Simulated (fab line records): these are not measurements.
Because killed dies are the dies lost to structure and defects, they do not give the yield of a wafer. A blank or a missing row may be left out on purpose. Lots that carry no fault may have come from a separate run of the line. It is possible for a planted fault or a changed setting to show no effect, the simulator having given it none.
fab line records	flow n5_finfet
[record] lots = 6	wafers = 18	last_day = 18
route steps=1938 shown WELL_APT@47 PMOS_HMC_CHANNEL_EPI@57 BEOL_M4@1111 PASSIVATION@1936
lots that met no fault: from a run of the same line without faults
start_h: the number of hours between the record's first day and the start of the first shown wafer of the lot	wait_h: hours since the lot's step before	" same as the row above	L1.1+2: a row that stands for several wafers	- either no value or no given start	* or withheld: withheld	< > ~ a bound
route shown NAME@n: names a module that has steps shown in the file, with the first one's number in the route	usual: mean and standard deviation over wafers with no fault	same: alike in all rows	chamber/n: place in a boat	sites: readings site by site	_std_site: the values' standard deviation	_edge_site: outer sites' mean less inner sites'	radius_mm: for every site, how far away it sits from the centre of the wafer	mask NAME#n: copy n	behind: the most recent tool/chamber to have shaped the wafer	hold: reason for holding the lot/hours on hold/outcome of the hold	device: the n, p or np transistor that did not switch	end of line: at the end of the route, the tests of the same wafers	step lacking rows: just its recipe	killed: dies lost to structure and defects at the first sort, not the wafer's yield	map: per-die view of a wafer (x killed, . not killed, _ where there is no die)
set.NAME: the setting the step ran with; set.NAME@STEP: the setting that earlier step ran with	model.NAME: the simulator's own value behind a step, which no gauge read
certain route steps with their lots: each step a table, each wafer a row
services: a tool's chamber out of use, with start hour (start_h, from the record's first day; less than 0 if before it), hours out, and reason
[[steps]]
[step N5_WELL_APT_IMPLANT_31]
[recipe] species = B	energy_kev = 60	dose_cm2 = 1.5e+13	tilt_deg = 0	rotation_deg = 0
[step N5_WELL_APT_IMPLANT_32]
[recipe] species = BF2	energy_kev = 50	dose_cm2 = 2e+13	tilt_deg = 0	rotation_deg = 0
[step N5_WELL_APT_STRIP_33]
[recipe] chemistry = SPM	time_s = 900	temp_c = 130	h2so4_h2o2_vol_ratio = 4	dry = ipa_marangoni
[step N5_WELL_APT_RTA_34]
[recipe] temp_c = 1000	time_s = 10	ambient = N2	idle_temp_c = 600	ramp_up_c_per_s = 150	ramp_down_c_per_s = 60	cool_to_c = 600
[usual] lamp_power_pct = 13.00/0.053	lamp_zone_6_pct = 12.922/0.028	wafer_temp_C_max = 1003.6/1.2
lot.wafer	tool	chamber	start_h	wait_h	lamp_power_pct	lamp_zone_6_pct	wafer_temp_C_max
L839.2	rtp_anneal-01	0	16.40	0.2	13.03	12.933	1002.7
L839.4	"	0	"	"	12.93	12.924	1004.6
L839.6	"	0	"	"	13.01	12.913	1004.4
L840.1	rtp_anneal-01	0	21.73	0.2	12.98	12.923	1002.5
L840.2	"	0	"	"	12.92	12.959	1004.6
L840.5	"	0	"	"	13.01	12.943	1004.9
L848.1	rtp_anneal-01	0	69.93	0.0	13.12	12.884	1004.6
L848.3	"	0	"	"	12.92	12.946	1003.8
L848.6	"	0	"	"	12.97	12.889	1004.2
L850.1	rtp_anneal-02	0	82.17	0.3	12.97	12.924	1002.3
L850.2	"	0	"	"	12.95	12.925	1002.2
L850.4	"	0	"	"	13.03	12.902	1003.3
L852.1	rtp_anneal-02	0	94.12	0.0	13.02	12.924	1002.3
L852.3	"	0	"	"	13.08	12.913	1004.7
L852.5	"	0	"	"	13.07	12.914	1006.7
L862.2	rtp_anneal-01	0	156.44	0.3	13.03	12.965	1002.1
L862.3	"	0	"	"	13.06	12.914	1004.6
L862.6	"	0	"	"	13.14	12.923	1002.5
[step N5_WELL_APT_OXIDE_STRIP_42]
[recipe] chemistry = dHF	dilution = 25:1	time_s = 45	temp_c = 25	target = SiO2	target_depth_a = 120
[step N5_WELL_APT_PRECLEAN_36]
[recipe] chemistry = O3/DIW	time_s = 45	temp_c = 22	o3_ppm = 10
[step N5_WELL_APT_PRECLEAN_39]
[recipe] chemistry = dHF	time_s = 60	dilution = 150:1	temp_c = 25
[step N5_WELL_APT_SRD_37]
[recipe] dry = ipa_marangoni	do_ppb = 5	time_s = 30	temp_c = 23	rinse_liquid = diw
[step N5_WELL_APT_EPI_41]
[recipe] material = Si	target_thk_a = 500	temp_c = 650	precursor = SiH4/H2	pressure_torr = 20	time_s = 297.7
[usual] throttle_valve_pct = 11.4/0.37
lot.wafer	tool	chamber	start_h	wait_h	throttle_valve_pct
L839.2	epi_rpcvd-01	0	16.74	0.1	11.3
L839.4	"	0	"	"	11.1
L839.6	"	0	"	"	11.2
L840.1	epi_rpcvd-01	0	21.99	0.0	11.3
L840.2	"	0	"	"	11.4
L840.5	"	0	"	"	11.3
L848.1	epi_rpcvd-02	0	70.17	0.0	11.9
L848.3	"	0	"	"	12.1
L848.6	"	0	"	"	12.1
L850.1	epi_rpcvd-04	0	82.41	0.0	11.2
L850.2	"	0	"	"	11.1
L850.4	"	0	"	"	11.1
L852.1	epi_rpcvd-01	0	94.36	0.0	11.4
L852.3	"	0	"	"	11.5
L852.5	"	0	"	"	11.1
L862.2	epi_rpcvd-04	0	156.83	0.1	11.4
L862.3	"	0	"	"	11.1
L862.6	"	0	"	"	10.9
[step N5_WELL_APT_INSPECT_38]
[recipe] inspect_instrument = darkfield	mode = post_epi
[usual] raw_defect_count = 13/5.2
lot.wafer	tool	chamber	start_h	wait_h	raw_defect_count
L839.2	defect_inspect-02	-	17.27	0.4	10
L839.4	"	-	"	"	15
L839.6	"	-	"	"	22
L840.1	defect_inspect-02	-	22.62	0.5	12
L840.2	"	-	"	"	11
L840.5	"	-	"	"	16
L848.1	defect_inspect-02	-	71.02	0.7	10
L848.3	"	-	"	"	15
L848.6	"	-	"	"	6
L850.1	defect_inspect-02	-	83.25	0.7	21
L850.2	"	-	"	"	19
L850.4	"	-	"	"	9
L852.1	defect_inspect-01	-	94.99	0.5	8
L852.3	"	-	"	"	11
L852.5	"	-	"	"	17
L862.2	defect_inspect-01	-	157.36	0.4	17
L862.3	"	-	"	"	16
L862.6	"	-	"	"	16
[step N5_PMOS_HMC_CHANNEL_EPI_HM_DEP_34]
[recipe] material = SiO2	target_thk_a = 360	temp_c = 400	precursor = TEOS/O2	pressure_torr = 6.5	rf_w = 900	teos_flow_sccm = 161.4	gas = O2	flow_sccm = 2650	time_s = 6.9
[usual] heater_power_outer_w = 340/69	heater_power_w = 613/96	rf_fwd_power_W = 888/4.7	showerhead_plenum_p_Torr = 8.33/0.041	throttle_valve_pct = 18.2/0.94
lot.wafer	tool	chamber	start_h	wait_h	heater_power_outer_w	heater_power_w	rf_fwd_power_W	showerhead_plenum_p_Torr	throttle_valve_pct
L839.2	pecvd-01	0	17.31	0.0	458	714	886	8.31	17.2
L839.4	"	2	"	"	215	392	881	8.35	18.9
L839.6	"	1	"	"	283	572	893	8.29	19.9
L840.1	pecvd-03	1	22.66	0.0	337	595	884	8.27	18.8
L840.2	"	0	"	"	385	739	890	8.30	18.7
L840.5	"	0	"	"	394	741	885	8.30	18.6
L848.1	pecvd-01	1	71.06	0.0	296	581	894	8.29	19.9
L848.3	"	0	"	"	429	698	891	8.34	17.4
L848.6	"	0	"	"	439	712	884	8.34	17.2
L850.1	pecvd-04	1	83.29	0.0	293	546	882	8.37	17.6
L850.2	"	2	"	"	209	411	882	8.36	17.4
L850.4	"	0	"	"	353	632	884	8.28	17.3
L852.1	pecvd-03	0	95.03	0.0	384	724	890	8.27	18.9
L852.3	"	1	"	"	250	470	880	8.29	18.7
L852.5	"	0	"	"	383	729	888	8.30	18.6
L862.2	pecvd-01	1	157.40	0.0	271	557	893	8.32	19.8
L862.3	"	2	"	"	306	489	883	8.33	19.1
L862.6	"	2	"	"	297	504	886	8.33	19.4
[step N5_PMOS_HMC_CHANNEL_EPI_COAT_31]
[recipe] resist = BARC	temp_c = 205	time_s = 60	spin_rpm = 1500	resist_thk_nm = 66
[step N5_PMOS_HMC_CHANNEL_EPI_COAT_03]
[recipe] resist = CAR-ArF-block	spin_rpm = 1500	resist_thk_nm = 205
[usual] spin_speed_rpm = 1499.9/0.86
lot.wafer	tool	chamber	start_h	wait_h	spin_speed_rpm	model.CAR-ArF-block_of_PMOS_HMC_CHANNEL_EPI_COAT_03.thk_nm
L839.2	litho_track-01	0	17.37	-	1499.5	205.1
L839.4	"	0	"	"	1499.9	205.5
L839.6	"	0	"	"	1500.4	205
L840.1	litho_track-04	0	22.72	-	1499.6	204.6
L840.2	"	0	"	"	1499.8	204.6
L840.5	"	0	"	"	1499.4	204.6
L848.1	litho_track-01	0	71.12	-	1458.9	207.4
L848.3	"	0	"	"	1459.8	207.3
L848.6	"	0	"	"	1458.3	207.4
L850.1	litho_track-01	0	83.34	-	1460.3	208.2
L850.2	"	0	"	"	1459.2	208
L850.4	"	0	"	"	1459.0	207.9
L852.1	litho_track-02	0	95.09	-	1499.7	204.8
L852.3	"	0	"	"	1498.7	205.2
L852.5	"	0	"	"	1499.9	205.4
L862.2	litho_track-02	0	157.46	-	1500.7	205.3
L862.3	"	0	"	"	1499.9	205.5
L862.6	"	0	"	"	1500.5	205.8
[step N5_PMOS_HMC_CHANNEL_EPI_EBR_05]
[recipe] solvent = PGMEA	ebr_width_mm = 1.5
[step N5_PMOS_HMC_CHANNEL_EPI_SOFTBAKE_04]
[recipe] temp_c = 110	time_s = 60	resist = CAR-ArF-block
[step N5_PMOS_HMC_CHANNEL_EPI_EXPOSE_06]
[recipe] mask_id = PMOS_HMC_BLK	na = 1.35	source_shape = conventional	sigma_outer = 0.8	polarization = unpolarized	target_cd_nm = 240	dose_mj = 41
[step N5_PMOS_HMC_CHANNEL_EPI_PEB_07]
[recipe] peb_temp_c = 110	peb_time_s = 60	resist = CAR-ArF-block
[step N5_PMOS_HMC_CHANNEL_EPI_DEVELOP_08]
[recipe] develop_time_s = 30	developer = TMAH	resist = CAR-ArF-block	dev_temp_c = 23	rinse_liquid = diw	dry = air_spin
[step N5_PMOS_HMC_CHANNEL_EPI_CD_MEAS_09]
[recipe] target_cd_nm = 237.4	landing_energy_ev = 500	detector = se_inlens
[usual] cd_nm = 237.4/1
lot.wafer	tool	chamber	start_h	wait_h	cd_nm
L839.2	cd_sem-03	0	17.72	-	235.8
L839.4	"	0	"	"	237.7
L839.6	"	0	"	"	237.9
L840.1	cd_sem-01	0	23.06	-	238.5
L840.2	"	0	"	"	236.9
L840.5	"	0	"	"	236.5
L848.1	cd_sem-01	0	71.34	-	237.8
L848.3	"	0	"	"	236.4
L848.6	"	0	"	"	238.7
L850.1	cd_sem-02	0	83.56	-	238.1
L850.2	"	0	"	"	236.3
L850.4	"	0	"	"	236.4
L852.1	cd_sem-03	0	95.44	-	237.5
L852.3	"	0	"	"	238.0
L852.5	"	0	"	"	237.8
L862.2	cd_sem-01	0	157.68	-	238.3
L862.3	"	0	"	"	238.5
L862.6	"	0	"	"	237.5
[step N5_PMOS_HMC_CHANNEL_EPI_OVL_MEAS_10]
[recipe] points_per_wafer = 44
[usual] PMOS_HMC_BLK_OVL = -0.3/0.75
lot.wafer	tool	chamber	start_h	wait_h	PMOS_HMC_BLK_OVL[nm]
L839.2	overlay-02	0	17.75	0.0	-0.6
L839.4	"	0	"	"	-0.7
L839.6	"	0	"	"	-1.2
L840.1	overlay-02	0	23.09	0.0	-0.4
L840.2	"	0	"	"	-0.5
L840.5	"	0	"	"	-0.4
L848.1	overlay-01	0	71.37	0.0	-0.6
L848.3	"	0	"	"	-1.6
L848.6	"	0	"	"	0.4
L850.1	overlay-02	0	83.59	0.0	0.7
L850.2	"	0	"	"	0.4
L850.4	"	0	"	"	0.7
L852.1	overlay-02	0	95.47	0.0	0.6
L852.3	"	0	"	"	0.7
L852.5	"	0	"	"	0.7
L862.2	overlay-02	0	157.71	0.0	-0.1
L862.3	"	0	"	"	-1.0
L862.6	"	0	"	"	-1.6
[step N5_PMOS_HMC_CHANNEL_EPI_INSPECT_11]
[recipe] mode = adi	inspect_instrument = macro
[usual] raw_defect_count = 2.1/1.5
lot.wafer	tool	chamber	start_h	wait_h	raw_defect_count
L839.2	defect_inspect-01	-	17.77	0.0	0
L839.4	"	-	"	"	2
L839.6	"	-	"	"	2
L840.1	defect_inspect-01	-	23.12	0.0	1
L840.2	"	-	"	"	0
L840.5	"	-	"	"	0
L848.1	defect_inspect-01	-	71.39	0.0	7
L848.3	"	-	"	"	1
L848.6	"	-	"	"	2
L850.1	defect_inspect-01	-	83.62	0.0	4
L850.2	"	-	"	"	3
L850.4	"	-	"	"	1
L852.1	defect_inspect-02	-	95.49	0.0	3
L852.3	"	-	"	"	2
L852.5	"	-	"	"	3
L862.2	defect_inspect-01	-	157.73	0.0	2
L862.3	"	-	"	"	0
L862.6	"	-	"	"	3
[step N5_PMOS_HMC_CHANNEL_EPI_DESCUM_14]
[recipe] chemistry = O2	time_s = 7.9	source_power_w = 50	bias_power_w = 20	pressure_mtorr = 20	rf_frequency_hz = 2.712e+07	temp_c = 40	resist = CAR-ArF-block	o2_flow_sccm = 225
[usual] drypump_motor_current_A = 5.5/0.49	oes_product_au = 0.76/0.07	rf_fwd_power_W = 49.28/0.23	rf_vpp_V = 243.0/1.3	showerhead_plenum_p_Torr = 2.08/0.07	throttle_valve_pct = 20.56/0.29
lot.wafer	tool	chamber	start_h	wait_h	drypump_motor_current_A	oes_product_au	rf_fwd_power_W	rf_hours_counter_h	rf_vpp_V	showerhead_plenum_p_Torr	throttle_valve_pct	model.CAR-ArF-block_of_PMOS_HMC_CHANNEL_EPI_COAT_03.thk_nm
L839.2	rie_diel-04	0	18.09	0.3	5.5	0.72	49.71	200	243.4	2.09	20.97	198.5
L839.4	"	1	"	"	6.5	0.85	49.52	59	243.7	2.14	20.17	199
L839.6	"	2	"	"	6.1	0.73	49.10	-	244.6	2.18	20.83	198.5
L840.1	rie_diel-04	0	23.43	0.3	5.6	0.73	49.19	202	242.2	2.09	21.00	198.1
L840.2	"	2	"	"	6.1	0.73	49.17	176	243.9	2.18	20.82	198.1
L840.5	"	1	"	"	6.5	0.85	49.06	-	243.9	2.14	20.16	198.1
L848.1	rie_diel-02	0	71.43	0.0	6.0	0.78	49.39	145	243.6	2.07	20.61	200.8
L848.3	"	3	"	"	5.1	0.81	49.44	105	244.0	2.01	20.74	200.7
L848.6	"	0	"	"	6.0	0.78	49.44	-	243.0	2.07	20.62	200.8
L850.1	rie_diel-06	2	83.65	0.0	4.8	0.68	49.21	231	243.3	2.15	20.57	201.7
L850.2	"	3	"	"	5.3	0.76	48.92	132	241.9	1.99	20.50	201.4
L850.4	"	1	"	"	5.1	0.69	49.00	232	240.8	1.98	20.60	201.5
L852.1	rie_diel-04	2	95.52	0.0	6.1	0.71	49.27	199	243.8	2.17	20.84	198.3
L852.3	"	3	"	"	5.3	0.73	49.50	184	244.8	2.17	20.28	198.7
L852.5	"	0	"	"	5.5	0.71	49.26	-	242.9	2.09	21.02	198.8
L862.2	rie_diel-02	2	157.77	0.0	5.8	0.67	49.29	219	243.4	2.04	19.99	198.9
L862.3	"	3	"	"	5.1	0.78	49.28	127	241.2	2.00	20.77	198.9
L862.6	"	0	"	"	5.9	0.77	49.55	-	242.8	2.06	20.66	199.3
[step N5_PMOS_HMC_CHANNEL_EPI_ETCH_32]
[recipe] chemistry = N2/H2	target = BARC	stop_on = SiO2	target_depth_a = 858	over_etch_frac = 0.3	time_s = 50.3	ion_energy_ev = 200	mask_material = CAR-ArF-block	pressure_mtorr = 30	source_w = 840	bias_w = 150	n2_flow_sccm = 200	h2_flow_sccm = 200
[usual] drypump_motor_current_A = 5.5/0.49	oes_product_au = 0.65/0.054	rf_fwd_power_W = 829/3.2	rf_vpp_V = 523.5/2.3	showerhead_plenum_p_Torr = 2.54/0.084	throttle_valve_pct = 18.05/0.3
lot.wafer	tool	chamber	start_h	wait_h	drypump_motor_current_A	oes_product_au	rf_fwd_power_W	rf_hours_counter_h	rf_vpp_V	showerhead_plenum_p_Torr	throttle_valve_pct
L839.2	rie_diel-04	0	18.12	0.0	5.6	0.63	831	200	523.4	2.52	18.37
L839.4	"	1	"	"	6.5	0.73	827	59	524.5	2.58	17.43
L839.6	"	2	"	"	6.1	0.62	830	-	526.4	2.66	18.42
L840.1	rie_diel-04	0	23.47	0.0	5.6	0.62	832	203	524.2	2.52	18.35
L840.2	"	2	"	"	6.1	0.62	828	176	525.6	2.66	18.42
L840.5	"	1	"	"	6.5	0.71	832	-	525.8	2.58	17.47
L848.1	rie_diel-02	0	71.46	0.0	6.0	0.67	831	145	524.4	2.52	18.09
L848.3	"	3	"	"	5.1	0.68	829	105	520.1	2.44	18.14
L848.6	"	0	"	"	6.0	0.66	833	-	525.5	2.52	18.07
L850.1	rie_diel-06	2	83.69	0.0	4.8	0.59	827	231	526.6	2.62	18.06
L850.2	"	3	"	"	5.3	0.65	829	132	521.4	2.45	18.23
L850.4	"	1	"	"	5.2	0.60	830	232	521.6	2.42	18.14
L852.1	rie_diel-04	2	95.56	0.0	6.1	0.61	830	199	526.1	2.65	18.46
L852.3	"	3	"	"	5.3	0.63	830	184	526.2	2.66	17.89
L852.5	"	0	"	"	5.6	0.61	832	-	524.1	2.51	18.40
L862.2	rie_diel-02	2	157.80	0.0	5.8	0.59	831	219	523.7	2.53	17.73
L862.3	"	3	"	"	5.0	0.66	832	127	522.4	2.43	18.18
L862.6	"	0	"	"	6.0	0.65	831	-	523.6	2.51	18.12
[step N5_BEOL_M4_RC_MEAS_101]
[usual] DIBL_N = 35.4/2.1	DIBL_P = 34.8/2.6	IOFF_N = 0.15/0.037	IOFF_P = 0.19/0.037	ION_N = 677/16	ION_P = 462/9.3	SS_N = 71.4/0.75	SS_P = 72.9/0.77	VT_N = 250/3.7	VT_P = -251/3.5
lot.wafer	tool	chamber	start_h	wait_h	DIBL_N[mV/V]	DIBL_P[mV/V]	IOFF_N[nA/um]	IOFF_P[nA/um]	ION_N[uA/um]	ION_P[uA/um]	SS_N[mV/dec]	SS_P[mV/dec]	VT_N[mV]	VT_P[mV]
L840.1	prober-02	0	183.59	0.0	31.6	28.4	0.09	0.16	664	473	70.1	72.4	255	-252
L840.2	"	0	"	"	35.5	33.2	0.14	0.21	680	470	71.0	72.9	250	-249
L840.5	"	0	"	"	34.3	31.4	0.13	0.18	680	463	70.9	72.7	248	-249
L839.2	prober-01	0	183.64	0.2	35.6	34.7	0.15	0.15	657	443	71.1	72.8	250	-256
L839.4	"	0	"	"	37.5	38.6	0.18	0.20	690	464	71.5	73.8	250	-254
L839.6	"	0	"	"	35.6	34.8	0.14	0.14	680	450	70.7	72.5	251	-256
L848.1	prober-01	0	230.41	0.0	36.5	38.0	0.17	0.20	672	455	71.6	73.8	247	-252
L848.3	"	0	"	"	30.1	29.5	0.08	0.12	652	453	69.9	71.4	255	-258
L848.6	"	0	"	"	33.4	34.1	0.12	0.16	664	454	71.1	72.7	252	-254
L850.1	prober-02	0	251.21	0.0	35.4	34.5	0.16	0.18	686	469	71.9	72.8	250	-249
L850.2	"	0	"	"	36.9	36.9	0.18	0.22	691	473	71.5	73.6	247	-248
L850.4	"	0	"	"	37.4	35.8	0.16	0.19	667	453	72.0	72.2	250	-251
L852.1	prober-01	0	252.68	0.0	33.1	30.6	0.10	0.15	659	451	71.0	72.1	258	-251
L852.3	"	0	"	"	38.2	37.7	0.21	0.27	674	465	71.9	74.2	246	-246
L852.5	"	0	"	"	35.0	35.3	0.15	0.22	677	465	71.0	73.6	246	-248
L862.2	prober-02	0	326.19	0.2	36.8	37.0	0.18	0.19	703	462	72.1	73.5	248	-252
L862.3	"	0	"	"	34.6	36.3	0.15	0.20	689	468	71.3	72.6	247	-252
L862.6	"	0	"	"	33.5	32.9	0.12	0.15	680	463	71.7	72.2	251	-256
[step N5_PASSIVATION_PROBE_49]
[usual] defect_limited_yield = 90.5/1.7	killed_at_M0_to_M3 = 37/12	killed_at_M4_up = 14/5.2	killed_at_contacts = 12/5.9	killed_at_front_end = 45/14	killed_at_other = 3.5/2.8	killed_dies = 112/21	killed_open = 73/15	killed_short = 36/8.9	sort_bin_5_function = 5.6/1.2	sort_bin_6_memory = 3.5/0.68	sort_bin_8_speed = 0.01/0.1	sort_n_pass = 1068/21	sort_yield_pct = 90.5/1.8
[same] gross_dies = 1180	killed_at_back_side = 0	sort_bin_4_leakage[%] = 0
lot.wafer	tool	chamber	start_h	wait_h	defect_limited_yield[%]	killed_at_M0_to_M3	killed_at_M4_up	killed_at_contacts	killed_at_front_end	killed_at_other	killed_dies	killed_open	killed_short	sort_bin_5_function[%]	sort_bin_6_memory[%]	sort_bin_8_speed[%]	sort_n_pass	sort_yield_pct[%]
L839.2	prober-01	-	294.46	0.1	88.5	48	12	16	55	5	136	93	41	7.2	4.0	0.08	1043	88.4
L839.4	prober-01	-	294.56	0.2	89.7	36	13	34	29	10	122	87	33	6.3	3.7	0	1058	89.7
L839.6	prober-01	-	294.66	0.3	89.6	39	10	17	49	8	123	99	23	5.8	4.3	0	1057	89.6
L840.1	prober-02	-	300.92	0.0	91.8	33	20	2	39	3	97	70	27	4.8	3.0	0	1083	91.8
L840.2	prober-02	-	300.97	0.1	88.1	47	20	5	65	3	140	92	47	6.6	4.9	0	1040	88.1
L840.5	prober-02	-	301.12	0.2	91.5	29	11	11	47	2	100	60	40	5.3	2.5	0	1080	91.5
L848.6	prober-01	-	342.86	0.3	91.9	36	13	11	32	4	96	68	26	5.3	2.8	0	1084	91.9
L852.1	prober-01	-	367.89	0.0	92.3	21	13	7	49	1	91	56	31	4.6	2.5	0	1089	92.3
L852.3	prober-01	-	367.99	0.1	92.3	27	23	5	31	5	91	61	27	4.7	2.8	0	1089	92.3
L852.5	prober-01	-	368.09	0.2	91.2	32	20	9	43	0	104	65	34	4.5	3.2	0	1076	91.2
L862.2	prober-01	-	438.10	0.1	92.5	38	13	6	26	6	89	63	26	3.7	3.4	0	1091	92.5
L862.3	prober-01	-	438.15	0.1	90.8	24	17	11	49	7	108	75	32	5.1	3.6	0	1072	90.8
L862.6	prober-01	-	438.30	0.3	90.3	48	21	12	34	0	115	72	40	4.8	4.5	0	1065	90.3
// killed by level:class
L839.2 FIN_SAQP:geometric_particle:open=14 STI_FIN_REVEAL:geometric_particle:open=14 BEOL_M2:geometric_particle:open=13 MOL_CONTACT_COAG:geometric_particle:open=12 BEOL_M0_SAQP:geometric_particle:short=12 BEOL_M3:geometric_particle:open=7 DUMMY_GATE:geometric_particle:open=5 BEOL_M8:geometric_particle:open=5
L839.4 MOL_CONTACT_COAG:geometric_particle:open=26 BEOL_M0_SAQP:geometric_particle:open=14 BEOL_M0_SAQP:geometric_particle:short=9 DUMMY_GATE:geometric_particle:open=7 MOL_CONTACT_COAG:geometric_particle:short=7 BEOL_M3:geometric_particle:open=7 BEOL_M4:geometric_particle:open=6 FIN_SAQP:geometric_particle:open=5
L839.6 STI_FIN_REVEAL:geometric_particle:open=27 MOL_CONTACT_COAG:geometric_particle:open=16 DUMMY_GATE:geometric_particle:open=8 BEOL_M2:geometric_particle:open=8 BEOL_M3:geometric_particle:open=8 BEOL_M0_SAQP:geometric_particle:short=7 BEOL_M0_SAQP:geometric_particle:open=5 BEOL_M0:geometric_particle:open=5
L840.1 BEOL_M3:geometric_particle:open=11 BEOL_M4:geometric_particle:open=11 FIN_SAQP:geometric_particle:open=10 BEOL_M2:geometric_particle:open=10 FIN_SAQP:geometric_particle:short=7 DUMMY_GATE:geometric_particle:open=6 GATE_CUT:geometric_particle:open=4 GATE_CUT:geometric_particle:short=4
L840.2 FIN_SAQP:geometric_particle:open=17 FIN_SAQP:geometric_particle:short=17 STI_FIN_REVEAL:geometric_particle:open=14 BEOL_M4:geometric_particle:open=12 BEOL_M0_SAQP:geometric_particle:open=10 BEOL_M0_SAQP:geometric_particle:short=10 BEOL_M2:geometric_particle:open=10 BEOL_M3:geometric_particle:open=10
L840.5 MOL_CONTACT_COAG:geometric_particle:open=11 FIN_SAQP:geometric_particle:short=9 STI_FIN_REVEAL:geometric_particle:open=8 GATE_CUT:geometric_particle:short=8 BEOL_M3:geometric_particle:open=7 FIN_SAQP:geometric_particle:open=6 BEOL_M0:geometric_particle:short=6 BEOL_M4:geometric_particle:open=6
L848.6 STI_FIN_REVEAL:geometric_particle:open=10 MOL_CONTACT_COAG:geometric_particle:open=8 BEOL_M0_SAQP:geometric_particle:short=8 BEOL_M2:geometric_particle:open=7 BEOL_M3:geometric_particle:open=7 BEOL_M4:geometric_particle:open=7 BEOL_M0_SAQP:geometric_particle:open=6 FIN_SAQP:geometric_particle:short=4
L852.1 STI_FIN_REVEAL:geometric_particle:open=13 FIN_SAQP:geometric_particle:open=8 BEOL_M3:geometric_particle:open=7 FIN_SAQP:geometric_particle:short=5 ILD0:geometric_particle:short=5 MOL_CONTACT_COAG:geometric_particle:open=5 BEOL_M1:geometric_particle:open=5 STI_FIN_REVEAL:geometric_particle:short=3
L852.3 FIN_SAQP:geometric_particle:open=10 STI_FIN_REVEAL:geometric_particle:open=9 BEOL_M1:geometric_particle:open=7 BEOL_M4:geometric_particle:open=7 BEOL_M2:geometric_particle:open=6 BEOL_M0_SAQP:geometric_particle:short=4 BEOL_M4:geometric_particle:short=4 GATE_CUT:geometric_particle:short=3
L852.5 BEOL_M1:geometric_particle:open=9 BEOL_M4:geometric_particle:open=9 MOL_CONTACT_COAG:geometric_particle:open=8 STI_FIN_REVEAL:geometric_particle:open=7 BEOL_M0_SAQP:geometric_particle:open=7 ILD0:geometric_particle:short=6 FIN_SAQP:geometric_particle:short=5 FIN_SAQP:geometric_particle:open=5
L862.2 BEOL_M0:geometric_particle:open=8 BEOL_M2:geometric_particle:open=7 BEOL_M3:geometric_particle:open=6 STI_FIN_REVEAL:geometric_particle:open=5 MOL_CONTACT_COAG:geometric_particle:open=5 ILD0:geometric_particle:open=4 BEOL_M0_SAQP:geometric_particle:short=4 BEOL_M0_SAQP:geometric_particle:open=4
L862.3 STI_FIN_REVEAL:geometric_particle:open=12 MOL_CONTACT_COAG:geometric_particle:open=8 BEOL_M3:geometric_particle:open=8 BEOL_M4:geometric_particle:open=7 FIN_SAQP:geometric_particle:short=5 FIN_SAQP:geometric_particle:open=5 DUMMY_GATE:geometric_particle:open=5 BEOL_M0_SAQP:geometric_particle:open=5
L862.6 STI_FIN_REVEAL:geometric_particle:open=9 BEOL_M0_SAQP:geometric_particle:open=9 BEOL_M0:geometric_particle:open=9 BEOL_M4:geometric_particle:open=9 MOL_CONTACT_COAG:geometric_particle:open=8 BEOL_M1:geometric_particle:open=8 BEOL_M1:geometric_particle:short=7 FIN_SAQP:geometric_particle:short=6
[[services]]
tool	chamber	start_h	hours	kind
epi_rpcvd-02	-	2.04	27.2	pm
rie_diel-04	3	21.75	5.6	repair
rie_diel-02	-	27.88	28.1	pm
pecvd-03	-	32.50	1.1	repair
pecvd-01	2	38.30	15.3	repair
pecvd-01	0	40.09	5.5	scheduled_down
pecvd-03	-	43.01	0.8	repair
pecvd-03	1	63.29	16.5	scheduled_down
epi_rpcvd-04	-	65.28	0.5	pm
epi_rpcvd-01	-	67.95	8.1	pm
epi_rpcvd-01	-	77.84	0.6	repair
rie_diel-02	3	87.44	2.6	repair
rtp_anneal-01	-	95.01	1.2	pm
pecvd-03	1	100.30	5.0	scheduled_down
rie_diel-04	2	109.23	1.6	repair
rie_diel-06	2	112.41	19.7	repair
epi_rpcvd-02	-	113.99	1.2	repair
epi_rpcvd-01	-	118.65	2.8	pm
pecvd-03	1	126.16	5.5	scheduled_down
pecvd-04	0	136.78	13.9	repair
rie_diel-04	0	138.95	5.4	repair
rie_diel-06	1	140.33	-	clean
rie_diel-06	1	140.33	-	consumable_replace:focus_ring
rie_diel-06	1	140.33	-	consumable_replace:showerhead
[[key]]
[first_sign] step = N5_PMOS_HMC_CHANNEL_EPI_COAT_03	reading = spin_speed_rpm	direction = down	sigmas = 47	usual = *	struck = *
effect none on later readings
[model_effect] step = N5_PMOS_HMC_CHANNEL_EPI_COAT_03	value = CAR-ArF-block_of_PMOS_HMC_CHANNEL_EPI_COAT_03.thk_nm	without = 204.9	struck = 207.7
[model_effect] step = N5_PMOS_HMC_CHANNEL_EPI_DESCUM_14	value = CAR-ArF-block_of_PMOS_HMC_CHANNEL_EPI_COAT_03.thk_nm	without = 198.4	struck = 201.2
met_at N5_PMOS_HMC_CHANNEL_EPI_COAT_03
struck_wafers L848.1,L848.3,L848.6,L850.1,L850.2,L850.4
onset_between 17.37 71.12
[fault] kind = process_parameter_drift	tool = litho_track-01	chamber = -	onset_h = 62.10	steps = N5_PMOS_HMC_CHANNEL_EPI_COAT_03	channel = spin_rpm	offset = *	shape = step	end_h = 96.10	acts_in = *	stated = *
